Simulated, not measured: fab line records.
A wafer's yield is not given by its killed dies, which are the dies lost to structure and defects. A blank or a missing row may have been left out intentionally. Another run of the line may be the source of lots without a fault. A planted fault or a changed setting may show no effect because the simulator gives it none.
fab line records	flow n5Finfet	part 1 of 2: steps 1 to 4 of 6
[record] lots = 21	wafers = 63	lastDay = 17
route steps=1938 shown HKMG_FIN@412
lots with no fault: from the same line, run without faults
startH: hours from the record's opening day to when the first of the lot's shown wafers began	waitH: hours from the lot's prior step to this one	" the same as in the row above	L1.1+2: a single row standing in for several wafers	- value missing, or start not given	* or withheld: withheld	< > ~ a bound
route shown NAME@n: a module of which the file shows steps, and the number in the route of the first	usual: mean and standard deviation over wafers with no fault	same: alike in all rows	chamber/n: place in a boat	sites: the reading at each site	_std_site: standard deviation across them	_edge_site: the outer-site mean with the inner-site mean subtracted	radiusMm: how far each site lies from the wafer's centre	mask NAME#n: copy n	behind: the last tool/chamber to shape the wafer	hold: the reason the lot was held/the length of the hold in hours/how it ended	device: which transistor (n, p or np) failed to switch	end of line: at the end of the route, the tests of the same wafers	for a step that has no rows: nothing shown but its recipe	killed: at the first sort, the dies lost to defects and structure; wafer yield is something else	map: a wafer's dies, x killed, . not, _ none there
set.NAME: the run value of the setting; set.NAME@STEP: its run value at that earlier step	model.NAME: the simulator's own value behind a step, which no gauge read
the route's steps for a sample of lots (tables are steps, rows are wafers)
services: when a tool's chamber went out of use (startH, in hours from the record's first day, below 0 if earlier), for how many hours, and the reason
[[steps]]
[step N5_HKMG_FIN_ALD_79]
[recipe] material = TiN	targetThkA = 15	tempC = 400	aldPrecursorFamily = TiCl4	aldCoReactant = NH3	pulseTimeS = 1	purgeTimeS = 3	coReactantPurgeTimeS = 2	coReactantPulseTimeS = 2	aldCycles = 68	pressureTorr = 3
[usual] chamberPressureTorr = 3.000/0.007	heaterPowerW = 864/96	precursorPulseHeightRel = 0.999/0.018
lot.wafer	tool	chamber	startH	waitH	chamberPressureTorr	heaterPowerW	precursorPulseHeightRel
L074.2	aldMetal-02	3	76.39	0.0	3.002	675	1.001
L074.3	"	0	"	"	3.013	795	1.014
L074.4	"	1	"	"	2.997	884	1.007
L075.1	aldMetal-02	3	80.10	0.0	2.992	668	1.008
L075.5	"	3	"	"	2.993	664	0.963
L075.6	"	0	"	"	3.007	783	0.993
L076.3	aldMetal-04	3	83.57	0.0	3.002	803	0.998
L076.4	"	2	"	"	2.994	909	1.028
L076.6	"	0	"	"	2.997	963	0.996
L077.3	aldMetal-02	1	92.57	0.0	3.013	870	1.023
L077.4	"	0	"	"	2.993	797	1.028
L077.6	"	0	"	"	2.985	812	0.994
L078.1	aldMetal-03	3	98.99	0.0	3.002	1001	1.022
L078.5	"	2	"	"	3.009	894	0.990
L078.6	"	3	"	"	2.993	984	1.011
L079.2	aldMetal-04	2	107.47	0.0	3.008	916	0.983
L079.4	"	3	"	"	2.997	790	1.011
L079.6	"	1	"	"	2.998	954	1.014
L080.4	aldMetal-04	2	115.83	0.0	2.995	907	0.954
L080.5	"	2	"	"	2.997	890	1.031
L080.6	"	3	"	"	3.004	799	1.042
L081.1	aldMetal-04	3	116.79	0.0	2.992	801	1.001
L081.2	"	0	"	"	3.001	988	1.004
L081.5	"	0	"	"	3.007	980	0.937
L082.1	aldMetal-04	1	127.43	0.0	3.000	947	1.007
L082.3	"	2	"	"	3.004	910	1.020
L082.5	"	0	"	"	3.002	982	0.987
L084.3	aldMetal-02	2	135.31	0.0	3.005	926	1.013
L084.4	"	1	"	"	2.993	879	1.017
L084.5	"	0	"	"	3.000	824	1.005
L085.1	aldMetal-02	2	140.41	0.1	3.007	920	1.019
L085.4	"	0	"	"	3.011	798	0.995
L085.5	"	0	"	"	3.003	793	0.990
L087.1	aldMetal-03	3	151.79	0.0	3.003	984	0.970
L087.4	"	2	"	"	2.987	866	1.007
L087.5	"	1	"	"	2.994	955	0.982
L088.2	aldMetal-02	2	156.47	0.0	2.999	903	1.015
L088.4	"	3	"	"	3.002	679	0.981
L088.6	"	3	"	"	3.006	671	1.003
L089.2	aldMetal-02	3	161.92	0.0	2.998	672	0.994
L089.4	"	2	"	"	3.001	910	0.991
L089.6	"	2	"	"	2.997	888	0.995
L090.3	aldMetal-04	1	168.30	0.0	3.001	982	1.020
L090.5	"	1	"	"	2.990	978	1.021
L090.6	"	2	"	"	3.005	902	0.983
L092.3	aldMetal-02	2	180.32	0.0	3.005	902	1.011
L092.4	"	3	"	"	2.993	688	0.974
L092.5	"	0	"	"	2.989	817	1.000
L093.2	aldMetal-03	0	184.83	0.0	2.995	857	1.011
L093.4	"	1	"	"	2.997	920	1.003
L093.5	"	1	"	"	2.999	946	1.002
L094.1	aldMetal-02	2	191.94	0.1	3.008	907	0.997
L094.2	"	0	"	"	2.977	802	1.003
L094.4	"	0	"	"	2.991	807	1.010
L095.1	aldMetal-04	2	198.12	0.0	3.005	884	0.976
L095.4	"	1	"	"	3.006	944	1.042
L095.5	"	0	"	"	3.002	981	0.961
L096.1	aldMetal-04	3	205.77	0.0	2.994	818	1.010
L096.2	"	1	"	"	3.009	957	0.961
L096.3	"	2	"	"	3.005	908	1.000
L097.1	aldMetal-02	2	212.39	0.0	2.992	914	0.976
L097.2	"	0	"	"	3.007	816	0.981
L097.6	"	3	"	"	2.999	688	1.025
[step N5_HKMG_FIN_ETCH_31]
[recipe] chemistry = CF4	target = SiARC	targetDepthA = 455	maskMaterial = CAR-ArF	timeS = 75.8	ionEnergyEv = 80	pressureMtorr = 40	sourceW = 545	biasW = 36	Ar_flow_sccm = 100	cf4FlowSccm = 100	ends = cleared
[usual] drypumpMotorCurrentA = 5.69/0.29	etchRfOnTimeS = 75.3/2.8	oesProductAu = 0.68/0.069	rfVppV = 184.1/1.2	showerheadPlenumPTorr = 2.15/0.055	throttleValvePct = 15.62/0.3
lot.wafer	tool	chamber	startH	waitH	drypumpMotorCurrentA	etchRfOnTimeS	oesProductAu	rfHoursCounterH	rfVppV	showerheadPlenumPTorr	throttleValvePct
L074.2	rieDiel-04	2	78.38	0.0	5.47	71.6	0.64	161	185.7	2.22	15.40
L074.3	"	3	"	"	6.10	75.8	0.72	47	183.2	2.08	15.32
L074.4	"	0	"	"	6.21	72.9	0.81	10	185.8	2.19	15.19
L075.1	rieDiel-04	1	82.19	0.0	5.47	76.5	0.61	179	184.3	2.14	15.54
L075.5	"	0	"	"	6.23	73.1	0.81	-	182.6	2.19	15.20
L075.6	"	1	"	"	5.43	77.5	0.61	-	183.0	2.14	15.55
L076.3	rieDiel-06	1	85.82	0.0	5.92	74.6	0.59	217	185.7	2.22	15.89
L076.4	"	0	"	"	5.61	79.5	0.74	19	183.1	2.10	15.12
L076.6	"	2	"	"	5.64	73.4	0.76	-	186.0	2.19	15.76
L077.3	rieDiel-06	3	94.49	0.0	6.06	74.0	0.74	68	185.2	2.17	15.39
L077.4	"	1	"	"	5.94	73.5	0.60	220	184.6	2.22	15.90
L077.6	"	1	"	"	5.92	74.3	0.59	-	186.6	2.22	15.90
L078.1	rieDiel-04	2	101.20	0.0	5.46	71.3	0.64	169	183.7	2.22	15.39
L078.5	"	2	"	"	5.47	72.3	0.63	-	185.1	2.22	15.41
L078.6	"	1	"	"	5.39	76.4	0.61	-	183.3	2.14	15.56
L079.2	rieDiel-01	0	109.56	0.0	5.13	73.0	0.80	11	185.8	2.19	15.42
L079.4	"	2	"	"	5.88	79.1	0.59	218	181.7	2.05	16.13
L079.6	"	2	"	"	5.85	78.4	0.58	-	183.9	2.05	16.13
L080.4	rieDiel-01	2	118.32	0.0	5.83	78.5	0.59	221	181.9	2.05	16.11
L080.5	"	0	"	"	5.12	72.4	0.80	-	186.0	2.19	15.42
L080.6	"	3	"	"	5.52	76.1	0.75	-	183.6	2.16	15.59
L081.1	rieDiel-01	1	118.89	0.0	5.56	76.3	0.64	175	184.7	2.22	15.90
L081.2	"	2	"	"	5.82	78.8	0.58	221	182.9	2.05	16.11
L081.5	"	0	"	"	5.13	72.6	0.80	-	184.4	2.19	15.42
L082.1	rieDiel-01	0	129.51	0.0	5.13	72.1	0.79	18	185.7	2.19	15.44
L082.3	"	3	"	"	5.57	76.6	0.74	46	184.9	2.16	15.60
L082.5	"	3	"	"	5.50	75.5	0.74	-	184.6	2.16	15.60
L084.3	rieDiel-04	2	137.35	0.0	5.48	70.5	0.64	181	183.8	2.22	15.42
L084.4	"	0	"	"	6.23	73.5	0.77	29	187.0	2.18	15.25
L084.5	"	1	"	"	5.41	77.9	0.60	-	183.1	2.13	15.57
L085.1	rieDiel-01	1	142.65	0.0	5.56	77.4	0.62	184	186.8	2.21	15.90
L085.4	"	0	"	"	5.11	72.6	0.78	23	183.5	2.19	15.45
L085.5	"	1	"	"	5.56	78.7	0.62	-	185.1	2.21	15.93
L087.1	rieDiel-06	0	153.84	0.0	5.59	79.7	0.71	43	182.2	2.09	15.17
L087.4	"	3	"	"	6.06	75.0	0.71	89	183.7	2.16	15.40
L087.5	"	1	"	"	5.92	73.2	0.60	-	184.8	2.21	15.96
L088.2	rieDiel-06	1	158.70	0.0	5.92	73.9	0.59	243	185.2	2.21	15.94
L088.4	"	3	"	"	6.05	75.6	0.71	-	183.5	2.16	15.41
L088.6	"	1	"	"	5.92	73.2	0.60	-	183.7	2.21	15.96
L089.2	rieDiel-01	0	163.83	0.0	5.12	72.1	0.77	29	183.5	2.19	15.46
L089.4	"	3	"	"	5.51	76.3	0.73	58	184.9	2.16	15.61
L089.6	"	0	"	"	5.13	72.2	0.78	-	184.5	2.19	15.45
L090.3	rieDiel-04	0	170.21	0.0	6.22	74.3	0.73	40	183.1	2.18	15.26
L090.5	"	3	"	"	6.16	77.3	0.69	-	182.6	2.07	15.38
L090.6	"	2	"	"	5.50	71.5	0.62	-	185.6	2.21	15.46
L092.3	rieDiel-01	1	182.45	0.0	5.53	76.8	0.63	195	185.9	2.21	15.92
L092.4	"	0	"	"	5.12	71.6	0.76	35	184.7	2.18	15.48
L092.5	"	2	"	"	5.82	78.8	0.57	-	183.4	2.04	16.17
L093.2	rieDiel-01	0	187.44	0.0	5.13	71.4	0.76	36	183.5	2.18	15.47
L093.4	"	3	"	"	5.52	77.6	0.71	67	184.2	2.15	15.64
L093.5	"	1	"	"	5.55	76.5	0.62	-	183.7	2.21	15.95
L094.1	rieDiel-06	0	193.89	0.0	5.59	79.1	0.70	55	183.2	2.09	15.17
L094.2	"	2	"	"	5.66	71.8	0.72	91	184.8	2.18	15.82
L094.4	"	2	"	"	5.65	71.3	0.73	-	184.6	2.18	15.82
L095.1	rieDiel-01	2	200.19	0.0	5.84	79.0	0.57	251	182.9	2.04	16.17
L095.4	"	1	"	"	5.53	76.9	0.61	-	185.2	2.21	15.96
L095.5	"	2	"	"	5.84	79.6	0.57	-	181.7	2.04	16.19
L096.1	rieDiel-06	0	207.82	0.0	5.53	79.9	0.69	61	183.1	2.09	15.20
L096.2	"	2	"	"	5.68	71.5	0.71	97	183.2	2.17	15.83
L096.3	"	3	"	"	6.05	75.3	0.69	111	183.7	2.15	15.44
L097.1	rieDiel-06	3	214.33	0.0	6.04	74.9	0.70	115	185.5	2.15	15.44
L097.2	"	2	"	"	5.67	70.5	0.72	100	184.0	2.17	15.85
L097.6	"	0	"	"	5.56	79.4	0.68	-	182.1	2.09	15.21
[step N5_HKMG_FIN_ETCH_32]
[recipe] chemistry = N2/H2	target = SOC	targetDepthA = 2400	tempC = 40	timeS = 300	ionEnergyEv = 200	maskMaterial = SiARC	pressureMtorr = 30	sourceW = 840	biasW = 150	n2FlowSccm = 200	h2FlowSccm = 200
[usual] drypumpMotorCurrentA = 5.70/0.29	oesProductAu = 0.80/0.084	rfVppV = 524.2/2.1	showerheadPlenumPTorr = 2.56/0.073	throttleValvePct = 17.86/0.27
lot.wafer	tool	chamber	startH	waitH	drypumpMotorCurrentA	oesProductAu	rfHoursCounterH	rfVppV	showerheadPlenumPTorr	throttleValvePct
L074.2	rieDiel-04	2	78.44	0.0	5.48	0.75	161	524.7	2.65	17.62
L074.3	"	3	"	"	6.19	0.85	47	523.8	2.46	17.47
L074.4	"	0	"	"	6.24	0.97	10	525.9	2.61	17.59
L075.1	rieDiel-04	1	82.25	0.0	5.41	0.72	179	524.3	2.52	17.54
L075.5	"	0	"	"	6.21	0.96	-	525.8	2.61	17.62
L075.6	"	1	"	"	5.47	0.72	-	522.9	2.52	17.55
L076.3	rieDiel-06	1	85.88	0.0	5.92	0.70	217	526.9	2.61	17.95
L076.4	"	0	"	"	5.57	0.88	19	523.0	2.52	17.67
L076.6	"	2	"	"	5.67	0.90	-	524.4	2.56	17.80
L077.3	rieDiel-06	3	94.55	0.0	6.04	0.86	68	524.4	2.57	17.56
L077.4	"	1	"	"	5.93	0.70	220	525.6	2.61	17.93
L077.6	"	1	"	"	5.93	0.71	-	525.5	2.61	17.97
L078.1	rieDiel-04	2	101.26	0.0	5.46	0.75	169	527.7	2.65	17.62
L078.5	"	2	"	"	5.47	0.75	-	526.0	2.65	17.62
L078.6	"	1	"	"	5.45	0.72	-	522.9	2.52	17.58
L079.2	rieDiel-01	0	109.61	0.0	5.15	0.93	11	526.5	2.64	17.87
L079.4	"	2	"	"	5.83	0.68	218	520.5	2.42	18.28
L079.6	"	2	"	"	5.82	0.69	-	521.0	2.42	18.26
L080.4	rieDiel-01	2	118.38	0.0	5.82	0.67	221	520.3	2.41	18.27
L080.5	"	0	"	"	5.14	0.93	-	523.8	2.64	17.86
L080.6	"	3	"	"	5.52	0.87	-	523.8	2.59	17.90
L081.1	rieDiel-01	1	118.94	0.0	5.57	0.74	175	527.0	2.65	18.34
L081.2	"	2	"	"	5.88	0.69	221	518.7	2.41	18.31
L081.5	"	0	"	"	5.12	0.93	-	525.7	2.64	17.87
L082.1	rieDiel-01	0	129.56	0.0	5.16	0.93	18	526.3	2.64	17.89
L082.3	"	3	"	"	5.55	0.86	46	525.0	2.58	17.90
L082.5	"	3	"	"	5.55	0.86	-	525.2	2.58	17.92
L084.3	rieDiel-04	2	137.41	0.0	5.48	0.74	181	525.6	2.64	17.64
L084.4	"	0	"	"	6.21	0.90	29	524.6	2.61	17.62
L084.5	"	1	"	"	5.42	0.70	-	523.2	2.51	17.58
L085.1	rieDiel-01	1	142.70	0.0	5.55	0.73	184	526.9	2.65	18.35
L085.4	"	0	"	"	5.13	0.91	23	524.6	2.64	17.91
L085.5	"	1	"	"	5.54	0.73	-	526.5	2.65	18.35
L087.1	rieDiel-06	0	153.90	0.0	5.61	0.84	43	522.0	2.51	17.70
L087.4	"	3	"	"	6.07	0.83	89	524.2	2.56	17.58
L087.5	"	1	"	"	5.95	0.69	-	526.8	2.60	17.98
L088.2	rieDiel-06	1	158.76	0.0	5.93	0.69	244	527.0	2.60	17.98
L088.4	"	3	"	"	6.05	0.82	-	523.9	2.56	17.60
L088.6	"	1	"	"	5.93	0.68	-	525.4	2.60	18.01
L089.2	rieDiel-01	0	163.89	0.0	5.13	0.89	29	524.7	2.63	17.90
L089.4	"	3	"	"	5.53	0.84	58	525.5	2.58	17.94
L089.6	"	0	"	"	5.13	0.90	-	525.4	2.63	17.89
L090.3	rieDiel-04	0	170.27	0.0	6.23	0.88	40	523.7	2.60	17.66
L090.5	"	3	"	"	6.18	0.80	-	522.0	2.45	17.55
L090.6	"	2	"	"	5.44	0.73	-	525.9	2.64	17.66
L092.3	rieDiel-01	1	182.51	0.0	5.55	0.72	195	527.3	2.65	18.35
L092.4	"	0	"	"	5.13	0.88	35	526.0	2.63	17.91
L092.5	"	2	"	"	5.84	0.66	-	519.7	2.41	18.33
L093.2	rieDiel-01	0	187.50	0.0	5.15	0.88	36	525.1	2.63	17.91
L093.4	"	3	"	"	5.53	0.83	67	524.6	2.58	17.95
L093.5	"	1	"	"	5.58	0.73	-	525.4	2.64	18.38
L094.1	rieDiel-06	0	193.95	0.0	5.55	0.82	55	523.0	2.51	17.73
L094.2	"	2	"	"	5.66	0.85	91	524.9	2.55	17.86
L094.4	"	2	"	"	5.65	0.85	-	525.4	2.55	17.87
L095.1	rieDiel-01	2	200.24	0.0	5.85	0.67	251	521.6	2.40	18.32
L095.4	"	1	"	"	5.56	0.72	-	526.3	2.64	18.37
L095.5	"	2	"	"	5.85	0.66	-	520.0	2.40	18.32
L096.1	rieDiel-06	0	207.87	0.0	5.60	0.81	61	523.4	2.50	17.72
L096.2	"	2	"	"	5.69	0.85	97	523.8	2.54	17.88
L096.3	"	3	"	"	6.07	0.81	111	523.5	2.56	17.65
L097.1	rieDiel-06	3	214.38	0.0	6.04	0.80	115	523.7	2.55	17.64
L097.2	"	2	"	"	5.68	0.85	100	525.3	2.54	17.89
L097.6	"	0	"	"	5.57	0.80	-	522.1	2.50	17.74
[step N5_HKMG_FIN_STRIP_92]
[recipe] chemistry = N2/H2	material = SOC	timeS = 20	powerW = 500	tempC = 40	pressureMtorr = 50	rfFrequencyHz = 6e+07	biasPowerW = 8	h2Frac = 0.5	n2FlowSccm = 300	h2FlowSccm = 300
[usual] drypumpMotorCurrentA = 5.71/0.29	oesProductAu = 0.80/0.081	powerW = 500.1/1.5	rfVppV = 54.3/0.81	showerheadPlenumPTorr = 3.38/0.093	throttleValvePct = 19.1/0.33
lot.wafer	tool	chamber	startH	waitH	drypumpMotorCurrentA	oesProductAu	powerW	rfHoursCounterH	rfVppV	showerheadPlenumPTorr	throttleValvePct
L074.2	rieDiel-04	2	78.80	0.1	5.48	0.76	498.8	161	53.3	3.50	18.7
L074.3	"	3	"	"	6.16	0.83	501.1	47	55.1	3.25	18.7
L074.4	"	0	"	"	6.22	0.95	500.8	10	54.2	3.45	19.1
L075.1	rieDiel-04	1	82.61	0.1	5.40	0.72	501.6	180	54.3	3.33	18.5
L075.5	"	0	"	"	6.24	0.94	497.3	-	54.8	3.45	19.1
L075.6	"	1	"	"	5.42	0.71	501.1	-	53.4	3.33	18.5
L076.3	rieDiel-06	1	86.24	0.1	5.94	0.70	503.8	217	53.2	3.45	18.9
L076.4	"	0	"	"	5.60	0.85	498.0	19	54.3	3.33	19.3
L076.6	"	2	"	"	5.66	0.89	502.0	-	54.0	3.39	19.0
L077.3	rieDiel-06	3	94.91	0.1	6.07	0.87	501.9	68	53.3	3.40	18.6
L077.4	"	1	"	"	5.95	0.70	501.3	220	54.2	3.45	18.9
L077.6	"	1	"	"	5.94	0.70	501.6	-	54.5	3.45	18.9
L078.1	rieDiel-04	2	101.62	0.1	5.51	0.75	499.6	169	54.6	3.49	18.7
L078.5	"	2	"	"	5.47	0.75	499.8	-	54.4	3.49	18.7
L078.6	"	1	"	"	5.43	0.72	498.1	-	54.0	3.33	18.5
L079.2	rieDiel-01	0	109.97	0.1	5.13	0.94	500.1	11	53.3	3.48	19.2
L079.4	"	2	"	"	5.82	0.69	500.9	218	53.7	3.20	19.3
L079.6	"	2	"	"	5.87	0.69	499.8	-	55.4	3.20	19.4
L080.4	rieDiel-01	2	118.74	0.1	5.86	0.69	500.0	221	54.3	3.20	19.3
L080.5	"	0	"	"	5.14	0.94	499.9	-	55.2	3.48	19.2
L080.6	"	3	"	"	5.58	0.87	498.1	-	54.7	3.41	19.1
L081.1	rieDiel-01	1	119.30	0.1	5.57	0.74	500.6	175	54.9	3.50	19.6
L081.2	"	2	"	"	5.84	0.68	503.0	221	52.9	3.20	19.4
L081.5	"	0	"	"	5.14	0.94	501.7	-	55.5	3.48	19.2
L082.1	rieDiel-01	0	129.92	0.1	5.13	0.93	500.6	18	54.7	3.48	19.2
L082.3	"	3	"	"	5.55	0.86	499.8	46	53.4	3.41	19.1
L082.5	"	3	"	"	5.57	0.86	498.2	-	53.6	3.41	19.1
L084.3	rieDiel-04	2	137.77	0.1	5.49	0.75	501.9	182	53.0	3.49	18.8
L084.4	"	0	"	"	6.24	0.88	499.9	29	54.4	3.44	19.1
L084.5	"	1	"	"	5.41	0.69	500.4	-	52.7	3.32	18.5
L085.1	rieDiel-01	1	143.06	0.1	5.57	0.73	502.3	184	55.6	3.49	19.6
L085.4	"	0	"	"	5.16	0.91	499.3	23	54.2	3.48	19.2
L085.5	"	1	"	"	5.57	0.73	501.5	-	54.5	3.49	19.7
L087.1	rieDiel-06	0	154.26	0.1	5.57	0.82	500.5	43	53.6	3.32	19.4
L087.4	"	3	"	"	6.07	0.84	501.0	89	54.4	3.39	18.6
L087.5	"	1	"	"	5.94	0.70	497.9	-	53.7	3.43	19.0
L088.2	rieDiel-06	1	159.12	0.1	5.95	0.70	502.7	244	54.6	3.43	19.0
L088.4	"	3	"	"	6.06	0.84	499.3	-	54.5	3.39	18.6
L088.6	"	1	"	"	5.95	0.70	500.3	-	56.2	3.43	19.0
L089.2	rieDiel-01	0	164.24	0.1	5.13	0.92	499.4	30	54.6	3.47	19.2
L089.4	"	3	"	"	5.55	0.83	501.9	59	54.8	3.41	19.1
L089.6	"	0	"	"	5.14	0.91	500.1	-	54.6	3.47	19.2
L090.3	rieDiel-04	0	170.63	0.1	6.20	0.87	497.7	40	54.0	3.43	19.1
L090.5	"	3	"	"	6.15	0.80	497.0	-	53.7	3.24	18.7
L090.6	"	2	"	"	5.49	0.74	497.7	-	55.7	3.48	18.8
L092.3	rieDiel-01	1	182.87	0.1	5.59	0.72	500.2	195	55.0	3.49	19.7
L092.4	"	0	"	"	5.13	0.91	497.2	36	54.7	3.47	19.2
L092.5	"	2	"	"	5.88	0.67	502.8	-	53.7	3.18	19.4
L093.2	rieDiel-01	0	187.86	0.1	5.14	0.90	501.4	37	54.2	3.47	19.2
L093.4	"	3	"	"	5.56	0.82	499.2	68	54.0	3.40	19.1
L093.5	"	1	"	"	5.58	0.73	498.1	-	53.6	3.49	19.7
L094.1	rieDiel-06	0	194.31	0.1	5.59	0.80	497.5	55	53.1	3.31	19.4
L094.2	"	2	"	"	5.66	0.84	500.9	91	54.1	3.37	19.1
L094.4	"	2	"	"	5.68	0.83	500.6	-	56.2	3.37	19.1
L095.1	rieDiel-01	2	200.60	0.1	5.88	0.66	496.1	251	54.6	3.18	19.4
L095.4	"	1	"	"	5.57	0.72	503.0	-	54.8	3.49	19.7
L095.5	"	2	"	"	5.85	0.66	500.9	-	54.7	3.18	19.4
L096.1	rieDiel-06	0	208.23	0.1	5.56	0.80	501.4	61	54.2	3.31	19.4
L096.2	"	2	"	"	5.67	0.83	499.9	97	53.1	3.36	19.1
L096.3	"	3	"	"	6.07	0.82	501.5	111	54.5	3.37	18.6
L097.1	rieDiel-06	3	214.74	0.1	6.06	0.82	499.6	115	53.1	3.37	18.6
L097.2	"	2	"	"	5.68	0.83	499.5	101	54.5	3.36	19.1
L097.6	"	0	"	"	5.60	0.78	498.9	-	53.4	3.31	19.4
